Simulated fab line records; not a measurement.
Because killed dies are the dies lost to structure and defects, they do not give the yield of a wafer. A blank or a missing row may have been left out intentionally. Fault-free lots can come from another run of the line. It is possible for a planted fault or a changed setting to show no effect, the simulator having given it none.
The tool behind it: which one? || flow n5-finfet || 24 lots with 72 wafers sampled at 5 steps, on a route of 1938 steps

== WHAT THE GAUGES READ, wafer by wafer ==
N5_BEOL_M9_CD_MEAS_35: target cd 70 nm, target cd y 40 nm.
{"lot": "L075", "measured": "day 10 20:36", "on": "cd-sem-02", "cd-nm (nm)": "69.8 69.9 70.0"}
{"lot": "L074", "measured": "day 10 20:45", "on": "cd-sem-03", "cd-nm (nm)": "71.0 70.8 70.7"}
{"lot": "L076", "measured": "day 11 03:50", "on": "cd-sem-03", "cd-nm (nm)": "70.7 69.4 70.4"}
{"lot": "L078", "measured": "day 11 20:30", "on": "cd-sem-01", "cd-nm (nm)": "70.3 70.6 70.5"}
{"lot": "L077", "measured": "day 12 04:41", "on": "cd-sem-01", "cd-nm (nm)": "69.9 69.8 69.6"}
{"lot": "L079", "measured": "day 12 18:25", "on": "cd-sem-03", "cd-nm (nm)": "69.5 70.1 70.5"}
{"lot": "L080", "measured": "day 12 23:13", "on": "cd-sem-02", "cd-nm (nm)": "71.5 71.1 70.5"}
{"lot": "L081", "measured": "day 12 23:29", "on": "cd-sem-01", "cd-nm (nm)": "70.8 69.2 71.2"}
{"lot": "L082", "measured": "day 13 06:05", "on": "cd-sem-01", "cd-nm (nm)": "70.1 71.7 71.2"}
{"lot": "L083", "measured": "day 14 06:09", "on": "cd-sem-01", "cd-nm (nm)": "70.1 71.1 70.3"}
{"lot": "L085", "measured": "day 15 02:24", "on": "cd-sem-02", "cd-nm (nm)": "69.8 69.4 70.0"}
{"lot": "L084", "measured": "day 15 02:34", "on": "cd-sem-02", "cd-nm (nm)": "69.9 69.9 69.7"}
{"lot": "L088", "measured": "day 15 09:03", "on": "cd-sem-01", "cd-nm (nm)": "70.0 69.4 69.9"}
{"lot": "L086", "measured": "day 15 11:19", "on": "cd-sem-01", "cd-nm (nm)": "69.9 70.4 70.8"}
{"lot": "L087", "measured": "day 15 11:24", "on": "cd-sem-01", "cd-nm (nm)": "70.2 70.4 70.8"}
{"lot": "L089", "measured": "day 15 14:11", "on": "cd-sem-02", "cd-nm (nm)": "70.1 69.7 70.2"}
{"lot": "L092", "measured": "day 15 21:26", "on": "cd-sem-01", "cd-nm (nm)": "71.6 71.3 70.5"}
{"lot": "L090", "measured": "day 15 21:52", "on": "cd-sem-01", "cd-nm (nm)": "70.8 71.8 70.2"}
{"lot": "L091", "measured": "day 16 07:37", "on": "cd-sem-01", "cd-nm (nm)": "69.7 70.2 69.1"}
{"lot": "L094", "measured": "day 16 10:56", "on": "cd-sem-03", "cd-nm (nm)": "70.6 71.0 71.5"}
{"lot": "L093", "measured": "day 16 14:25", "on": "cd-sem-01", "cd-nm (nm)": "71.2 71.2 71.1"}
{"lot": "L095", "measured": "day 16 18:29", "on": "cd-sem-02", "cd-nm (nm)": "70.3 70.3 70.0"}
{"lot": "L096", "measured": "day 16 18:59", "on": "cd-sem-03", "cd-nm (nm)": "70.3 70.1 70.2"}
{"lot": "L097", "measured": "day 18 01:11", "on": "cd-sem-02", "cd-nm (nm)": "70.1 70.4 69.9"}

N5_BEOL_M9_THK_MEAS_53: measures by xrf.
{"lot": "L075", "measured": "day 10 23:32", "on": "film-metro-01", "M9_THK (nm)": "131 131 130"}
{"lot": "L074", "measured": "day 11 00:08", "on": "film-metro-02", "M9_THK (nm)": "141 136 140"}
{"lot": "L076", "measured": "day 11 05:48", "on": "film-metro-01", "M9_THK (nm)": "137 141 139"}
{"lot": "L078", "measured": "day 11 22:48", "on": "film-metro-02", "M9_THK (nm)": "141 139 139"}
{"lot": "L077", "measured": "day 12 06:49", "on": "film-metro-02", "M9_THK (nm)": "141 139 142"}
{"lot": "L079", "measured": "day 12 20:13", "on": "film-metro-01", "M9_THK (nm)": "141 142 138"}
{"lot": "L080", "measured": "day 13 01:20", "on": "film-metro-02", "M9_THK (nm)": "142 133 131"}
{"lot": "L081", "measured": "day 13 01:35", "on": "film-metro-02", "M9_THK (nm)": "140 142 140"}
{"lot": "L082", "measured": "day 13 08:07", "on": "film-metro-01", "M9_THK (nm)": "140 138 136"}
{"lot": "L083", "measured": "day 14 08:40", "on": "film-metro-02", "M9_THK (nm)": "142 137 139"}
{"lot": "L085", "measured": "day 15 04:50", "on": "film-metro-01", "M9_THK (nm)": "136 141 142"}
{"lot": "L084", "measured": "day 15 05:04", "on": "film-metro-02", "M9_THK (nm)": "135 137 134"}
{"lot": "L088", "measured": "day 15 10:58", "on": "film-metro-02", "M9_THK (nm)": "135 146 135"}
{"lot": "L086", "measured": "day 15 14:42", "on": "film-metro-01", "M9_THK (nm)": "138 141 140"}
{"lot": "L087", "measured": "day 15 15:25", "on": "film-metro-02", "M9_THK (nm)": "130 134 130"}
{"lot": "L089", "measured": "day 15 17:09", "on": "film-metro-01", "M9_THK (nm)": "131 132 132"}
{"lot": "L092", "measured": "day 15 23:37", "on": "film-metro-01", "M9_THK (nm)": "139 138 135"}
{"lot": "L090", "measured": "day 16 00:32", "on": "film-metro-02", "M9_THK (nm)": "138 138 142"}
{"lot": "L091", "measured": "day 16 10:38", "on": "film-metro-02", "M9_THK (nm)": "143 139 143"}
{"lot": "L094", "measured": "day 16 13:41", "on": "film-metro-02", "M9_THK (nm)": "141 136 137"}
{"lot": "L093", "measured": "day 16 16:58", "on": "film-metro-02", "M9_THK (nm)": "131 133 130"}
{"lot": "L095", "measured": "day 16 22:49", "on": "film-metro-01", "M9_THK (nm)": "138 141 141"}
{"lot": "L096", "measured": "day 16 23:05", "on": "film-metro-01", "M9_THK (nm)": "135 136 136"}
{"lot": "L097", "measured": "day 18 03:34", "on": "film-metro-02", "M9_THK (nm)": "144 139 140"}

N5_BEOL_M10_OVL_MEAS_12.
{"lot": "L075", "measured": "day 11 01:33", "on": "overlay-02", "M10_OVL (nm)": "-0.8 -1.3 -0.5"}
{"lot": "L074", "measured": "day 11 01:43", "on": "overlay-02", "M10_OVL (nm)": "-0.7 -1.3 -1.4"}
{"lot": "L076", "measured": "day 11 07:05", "on": "overlay-02", "M10_OVL (nm)": "0.5 0.0 -0.3"}
{"lot": "L078", "measured": "day 12 00:32", "on": "overlay-01", "M10_OVL (nm)": "-1.1 0.2 0.4"}
{"lot": "L077", "measured": "day 12 09:15", "on": "overlay-01", "M10_OVL (nm)": "0.9 0.8 -0.9"}
{"lot": "L079", "measured": "day 12 23:55", "on": "overlay-02", "M10_OVL (nm)": "1.1 -0.5 0.0"}
{"lot": "L080", "measured": "day 13 03:47", "on": "overlay-02", "M10_OVL (nm)": "0.9 0.8 0.2"}
{"lot": "L081", "measured": "day 13 03:59", "on": "overlay-01", "M10_OVL (nm)": "1.0 0.8 -0.6"}
{"lot": "L082", "measured": "day 13 12:04", "on": "overlay-01", "M10_OVL (nm)": "0.5 0.1 0.1"}
{"lot": "L083", "measured": "day 14 10:34", "on": "overlay-01", "M10_OVL (nm)": "-0.3 -0.8 0.0"}
{"lot": "L085", "measured": "day 15 07:08", "on": "overlay-02", "M10_OVL (nm)": "1.4 -0.5 -0.4"}
{"lot": "L084", "measured": "day 15 07:17", "on": "overlay-02", "M10_OVL (nm)": "-1.1 0.3 -0.2"}
{"lot": "L088", "measured": "day 15 12:26", "on": "overlay-02", "M10_OVL (nm)": "0.3 -0.2 -2.0"}
{"lot": "L086", "measured": "day 15 17:44", "on": "overlay-01", "M10_OVL (nm)": "-1.9 -1.6 -1.7"}
{"lot": "L087", "measured": "day 15 17:47", "on": "overlay-01", "M10_OVL (nm)": "-0.7 -0.2 -0.4"}
{"lot": "L089", "measured": "day 15 21:52", "on": "overlay-02", "M10_OVL (nm)": "0.3 0.7 1.4"}
{"lot": "L092", "measured": "day 16 01:54", "on": "overlay-02", "M10_OVL (nm)": "0.4 0.0 1.1"}
{"lot": "L090", "measured": "day 16 03:02", "on": "overlay-02", "M10_OVL (nm)": "0.3 1.7 0.0"}
{"lot": "L091", "measured": "day 16 12:35", "on": "overlay-02", "M10_OVL (nm)": "1.0 0.6 0.2"}
{"lot": "L094", "measured": "day 16 15:25", "on": "overlay-01", "M10_OVL (nm)": "-0.6 -1.1 -0.4"}
{"lot": "L093", "measured": "day 16 19:12", "on": "overlay-01", "M10_OVL (nm)": "0.2 -0.1 0.0"}
{"lot": "L095", "measured": "day 17 01:01", "on": "overlay-02", "M10_OVL (nm)": "-0.6 -0.9 -0.6"}
{"lot": "L096", "measured": "day 17 01:40", "on": "overlay-01", "M10_OVL (nm)": "-0.3 -0.2 -0.9"}
{"lot": "L097", "measured": "day 18 05:48", "on": "overlay-01", "M10_OVL (nm)": "0.1 0.0 -0.8"}

N5_BEOL_M10_CD_MEAS_28: target cd 70 nm.
{"lot": "L075", "measured": "day 11 02:43", "on": "cd-sem-01", "cd-nm (nm)": "72.3 70.4 71.2"}
{"lot": "L074", "measured": "day 11 02:55", "on": "cd-sem-03", "cd-nm (nm)": "68.8 69.8 68.7"}
{"lot": "L076", "measured": "day 11 08:04", "on": "cd-sem-02", "cd-nm (nm)": "69.1 68.6 68.8"}
{"lot": "L078", "measured": "day 12 04:11", "on": "cd-sem-01", "cd-nm (nm)": "68.2 68.9 70.3"}
{"lot": "L077", "measured": "day 12 11:24", "on": "cd-sem-03", "cd-nm (nm)": "69.2 70.3 69.3"}
{"lot": "L079", "measured": "day 13 02:31", "on": "cd-sem-01", "cd-nm (nm)": "71.6 70.7 69.9"}
{"lot": "L080", "measured": "day 13 05:34", "on": "cd-sem-03", "cd-nm (nm)": "71.1 70.5 69.6"}
{"lot": "L081", "measured": "day 13 05:23", "on": "cd-sem-01", "cd-nm (nm)": "69.5 70.0 70.3"}
{"lot": "L082", "measured": "day 13 14:47", "on": "cd-sem-02", "cd-nm (nm)": "69.9 69.8 68.1"}
{"lot": "L083", "measured": "day 14 13:28", "on": "cd-sem-01", "cd-nm (nm)": "71.3 71.6 71.0"}
{"lot": "L085", "measured": "day 15 08:20", "on": "cd-sem-03", "cd-nm (nm)": "69.4 68.9 69.1"}
{"lot": "L084", "measured": "day 15 08:38", "on": "cd-sem-03", "cd-nm (nm)": "72.2 71.1 71.3"}
{"lot": "L088", "measured": "day 15 13:22", "on": "cd-sem-03", "cd-nm (nm)": "70.5 69.7 70.6"}
{"lot": "L086", "measured": "day 15 20:58", "on": "cd-sem-03", "cd-nm (nm)": "69.3 69.8 70.3"}
{"lot": "L087", "measured": "day 15 21:01", "on": "cd-sem-01", "cd-nm (nm)": "71.3 71.8 73.1"}
{"lot": "L089", "measured": "day 15 23:13", "on": "cd-sem-03", "cd-nm (nm)": "70.3 70.2 69.5"}
{"lot": "L092", "measured": "day 16 03:09", "on": "cd-sem-03", "cd-nm (nm)": "70.8 70.4 68.4"}
{"lot": "L090", "measured": "day 16 07:07", "on": "cd-sem-02", "cd-nm (nm)": "70.1 70.0 71.1"}
{"lot": "L091", "measured": "day 16 13:40", "on": "cd-sem-02", "cd-nm (nm)": "70.6 70.5 70.3"}
{"lot": "L094", "measured": "day 16 17:31", "on": "cd-sem-03", "cd-nm (nm)": "71.6 71.9 70.9"}
{"lot": "L093", "measured": "day 16 21:39", "on": "cd-sem-01", "cd-nm (nm)": "69.9 69.6 71.0"}
{"lot": "L095", "measured": "day 17 04:00", "on": "cd-sem-01", "cd-nm (nm)": "69.7 70.3 71.1"}
{"lot": "L096", "measured": "day 17 03:49", "on": "cd-sem-03", "cd-nm (nm)": "69.6 70.3 69.4"}
{"lot": "L097", "measured": "day 18 07:45", "on": "cd-sem-02", "cd-nm (nm)": "70.1 71.4 69.1"}

== WHICH TOOL RAN EACH LOT (tool, then ch and the chambers of the sampled wafers, then the start) ==
{"lot": "L075", "N5_BEOL_M9_TRENCH_ETCH_37": "rie-diel-02 ch 2,3, day 10 20:36 or earlier"}
{"lot": "L074", "N5_BEOL_M9_TRENCH_ETCH_37": "rie-diel-05 ch 0,3, day 10 20:45 or earlier"}
{"lot": "L076", "N5_BEOL_M9_TRENCH_ETCH_37": "rie-diel-05 ch 1,2,3, day 11 03:50 or earlier"}
{"lot": "L078", "N5_BEOL_M9_TRENCH_ETCH_37": "rie-diel-03 ch 0,1,2, day 11 20:30 or earlier"}
{"lot": "L077", "N5_BEOL_M9_TRENCH_ETCH_37": "rie-diel-03 ch 0,2,3, day 12 04:41 or earlier"}
{"lot": "L079", "N5_BEOL_M9_TRENCH_ETCH_37": "rie-diel-05 ch 0,1,2, day 12 18:25 or earlier"}
{"lot": "L080", "N5_BEOL_M9_TRENCH_ETCH_37": "rie-diel-02 ch 0,2,3, day 12 23:13 or earlier"}
{"lot": "L081", "N5_BEOL_M9_TRENCH_ETCH_37": "rie-diel-05 ch 0,1, day 12 23:29 or earlier"}
{"lot": "L082", "N5_BEOL_M9_TRENCH_ETCH_37": "rie-diel-05 ch 0,1,3, day 13 06:05 or earlier"}
{"lot": "L083", "N5_BEOL_M9_TRENCH_ETCH_37": "rie-diel-03 ch 0,1,2, day 14 06:09 or earlier"}
{"lot": "L085", "N5_BEOL_M9_TRENCH_ETCH_37": "rie-diel-05 ch 2,3, day 15 02:24 or earlier"}
{"lot": "L084", "N5_BEOL_M9_TRENCH_ETCH_37": "rie-diel-02 ch 1,2, day 15 02:34 or earlier"}
{"lot": "L088", "N5_BEOL_M9_TRENCH_ETCH_37": "rie-diel-02 ch 0,2,3, day 15 09:03 or earlier"}
{"lot": "L086", "N5_BEOL_M9_TRENCH_ETCH_37": "rie-diel-03 ch 1,3, day 15 11:19 or earlier"}
{"lot": "L087", "N5_BEOL_M9_TRENCH_ETCH_37": "rie-diel-02 ch 1,2,3, day 15 11:24 or earlier"}
{"lot": "L089", "N5_BEOL_M9_TRENCH_ETCH_37": "rie-diel-02 ch 2,3, day 15 14:11 or earlier"}
{"lot": "L092", "N5_BEOL_M9_TRENCH_ETCH_37": "rie-diel-03 ch 0,1,2, day 15 21:26 or earlier"}
{"lot": "L090", "N5_BEOL_M9_TRENCH_ETCH_37": "rie-diel-03 ch 2,3, day 15 21:52 or earlier"}
{"lot": "L091", "N5_BEOL_M9_TRENCH_ETCH_37": "rie-diel-03 ch 1,2,3, day 16 07:37 or earlier"}
{"lot": "L094", "N5_BEOL_M9_TRENCH_ETCH_37": "rie-diel-03 ch 1,2, day 16 10:56 or earlier"}
{"lot": "L093", "N5_BEOL_M9_TRENCH_ETCH_37": "rie-diel-02 ch 1,2, day 16 14:25 or earlier"}
{"lot": "L095", "N5_BEOL_M9_TRENCH_ETCH_37": "rie-diel-03 ch 0,2, day 16 18:29 or earlier"}
{"lot": "L096", "N5_BEOL_M9_TRENCH_ETCH_37": "rie-diel-03 ch 1,2,3, day 16 18:59 or earlier"}
{"lot": "L097", "N5_BEOL_M9_TRENCH_ETCH_37": "rie-diel-03 ch 0,1,3, day 18 01:11 or earlier"}
- N5_BEOL_M9_TRENCH_ETCH_37: etches SiCOH lowk in C4F6/O2, target depth 151.43 nm, time 49 s.

== AS READ BY THE TOOLS THEMSELVES (means over the sampled wafers that have a number; for cases with no such wafer, the mark the record gives instead) ==
N5_BEOL_M9_TRENCH_ETCH_37.
{"lot": "L075", "tool": "rie-diel-02", "drypump-motor-current-A (A)": 5.7, "oes-product-au (a.u.)": 0.72, "rf-vpp-V (V)": 669, "showerhead-plenum-p-Torr (Torr)": 2.85, "throttle-valve-pct (%)": 20.76}
{"lot": "L074", "tool": "rie-diel-05", "drypump-motor-current-A (A)": 5.4, "oes-product-au (a.u.)": 0.86, "rf-vpp-V (V)": 667, "showerhead-plenum-p-Torr (Torr)": 2.83, "throttle-valve-pct (%)": 20.82}
{"lot": "L076", "tool": "rie-diel-05", "drypump-motor-current-A (A)": 5.3, "oes-product-au (a.u.)": 0.85, "rf-vpp-V (V)": 680, "showerhead-plenum-p-Torr (Torr)": 2.99, "throttle-valve-pct (%)": 20.81}
{"lot": "L078", "tool": "rie-diel-03", "drypump-motor-current-A (A)": 5.7, "oes-product-au (a.u.)": 0.87, "rf-vpp-V (V)": 674, "showerhead-plenum-p-Torr (Torr)": 2.87, "throttle-valve-pct (%)": 20.59}
{"lot": "L077", "tool": "rie-diel-03", "drypump-motor-current-A (A)": 5.3, "oes-product-au (a.u.)": 0.83, "rf-vpp-V (V)": 682, "showerhead-plenum-p-Torr (Torr)": 2.90, "throttle-valve-pct (%)": 20.73}
{"lot": "L079", "tool": "rie-diel-05", "drypump-motor-current-A (A)": 5.5, "oes-product-au (a.u.)": 0.90, "rf-vpp-V (V)": 673, "showerhead-plenum-p-Torr (Torr)": 2.94, "throttle-valve-pct (%)": 20.77}
{"lot": "L080", "tool": "rie-diel-02", "drypump-motor-current-A (A)": 5.5, "oes-product-au (a.u.)": 0.79, "rf-vpp-V (V)": 670, "showerhead-plenum-p-Torr (Torr)": 2.84, "throttle-valve-pct (%)": 20.66}
{"lot": "L081", "tool": "rie-diel-05", "drypump-motor-current-A (A)": 5.5, "oes-product-au (a.u.)": 0.88, "rf-vpp-V (V)": 667, "showerhead-plenum-p-Torr (Torr)": 2.86, "throttle-valve-pct (%)": 20.79}
{"lot": "L082", "tool": "rie-diel-05", "drypump-motor-current-A (A)": 5.3, "oes-product-au (a.u.)": 0.91, "rf-vpp-V (V)": 674, "showerhead-plenum-p-Torr (Torr)": 2.90, "throttle-valve-pct (%)": 20.76}
{"lot": "L083", "tool": "rie-diel-03", "drypump-motor-current-A (A)": 5.7, "oes-product-au (a.u.)": 0.83, "rf-vpp-V (V)": 674, "showerhead-plenum-p-Torr (Torr)": 2.86, "throttle-valve-pct (%)": 20.63}
{"lot": "L085", "tool": "rie-diel-05", "drypump-motor-current-A (A)": 5.4, "oes-product-au (a.u.)": 0.93, "rf-vpp-V (V)": 679, "showerhead-plenum-p-Torr (Torr)": 2.98, "throttle-valve-pct (%)": 20.71}
{"lot": "L084", "tool": "rie-diel-02", "drypump-motor-current-A (A)": 6.2, "oes-product-au (a.u.)": 0.71, "rf-vpp-V (V)": 671, "showerhead-plenum-p-Torr (Torr)": 2.79, "throttle-valve-pct (%)": 20.99}
{"lot": "L088", "tool": "rie-diel-02", "drypump-motor-current-A (A)": 5.5, "oes-product-au (a.u.)": 0.77, "rf-vpp-V (V)": 669, "showerhead-plenum-p-Torr (Torr)": 2.83, "throttle-valve-pct (%)": 20.68}
{"lot": "L086", "tool": "rie-diel-03", "drypump-motor-current-A (A)": 5.6, "oes-product-au (a.u.)": 0.81, "rf-vpp-V (V)": 677, "showerhead-plenum-p-Torr (Torr)": 2.86, "throttle-valve-pct (%)": 20.78}
{"lot": "L087", "tool": "rie-diel-02", "drypump-motor-current-A (A)": 6.0, "oes-product-au (a.u.)": 0.69, "rf-vpp-V (V)": 669, "showerhead-plenum-p-Torr (Torr)": 2.78, "throttle-valve-pct (%)": 20.97}
{"lot": "L089", "tool": "rie-diel-02", "drypump-motor-current-A (A)": 5.9, "oes-product-au (a.u.)": 0.68, "rf-vpp-V (V)": 667, "showerhead-plenum-p-Torr (Torr)": 2.77, "throttle-valve-pct (%)": 20.94}
{"lot": "L092", "tool": "rie-diel-03", "drypump-motor-current-A (A)": 5.7, "oes-product-au (a.u.)": 0.82, "rf-vpp-V (V)": 675, "showerhead-plenum-p-Torr (Torr)": 2.86, "throttle-valve-pct (%)": 20.64}
{"lot": "L090", "tool": "rie-diel-03", "drypump-motor-current-A (A)": 5.4, "oes-product-au (a.u.)": 0.86, "rf-vpp-V (V)": 679, "showerhead-plenum-p-Torr (Torr)": 2.88, "throttle-valve-pct (%)": 20.61}
{"lot": "L091", "tool": "rie-diel-03", "drypump-motor-current-A (A)": 5.7, "oes-product-au (a.u.)": 0.84, "rf-vpp-V (V)": 675, "showerhead-plenum-p-Torr (Torr)": 2.85, "throttle-valve-pct (%)": 20.65}
{"lot": "L094", "tool": "rie-diel-03", "drypump-motor-current-A (A)": 5.9, "oes-product-au (a.u.)": 0.87, "rf-vpp-V (V)": 672, "showerhead-plenum-p-Torr (Torr)": 2.85, "throttle-valve-pct (%)": 20.48}
{"lot": "L093", "tool": "rie-diel-02", "drypump-motor-current-A (A)": 5.9, "oes-product-au (a.u.)": 0.69, "rf-vpp-V (V)": 672, "showerhead-plenum-p-Torr (Torr)": 2.84, "throttle-valve-pct (%)": 20.83}
{"lot": "L095", "tool": "rie-diel-03", "drypump-motor-current-A (A)": 5.3, "oes-product-au (a.u.)": 0.97, "rf-vpp-V (V)": 679, "showerhead-plenum-p-Torr (Torr)": 2.89, "throttle-valve-pct (%)": 20.49}
{"lot": "L096", "tool": "rie-diel-03", "drypump-motor-current-A (A)": 5.7, "oes-product-au (a.u.)": 0.83, "rf-vpp-V (V)": 674, "showerhead-plenum-p-Torr (Torr)": 2.85, "throttle-valve-pct (%)": 20.65}
{"lot": "L097", "tool": "rie-diel-03", "drypump-motor-current-A (A)": 5.5, "oes-product-au (a.u.)": 0.85, "rf-vpp-V (V)": 678, "showerhead-plenum-p-Torr (Torr)": 2.85, "throttle-valve-pct (%)": 20.67}

== THE ANSWER, worked out from the rows above alone ==
Rule: the usual values come from the lots themselves. Put in order of their means at a reading, lots are off if they are a third of the lots or fewer, leave a main group of 4 or more, and stand apart from it by a gap of 3 or more times the standard deviation of the main group's means; of several such gaps the widest counts. A main group is skipped when, at the precision printed for the reading in the tables above, its means are all equal. Also off: a lot with no number at a reading for which 4 or more lots have one. Where the step has rows for the other lots, those lots are counted as sound. Order of review: gauges by route order, followed by the tools' own readings, for which a lot's mean as printed above is used. At the first step where some lot is off, the reading lying furthest off is the one used; lots without a number count as furthest.
None of the lots is off at any reading shown; this tells nothing.

== WHAT HAD BEEN PUT IN BY THE SIMULATOR ==
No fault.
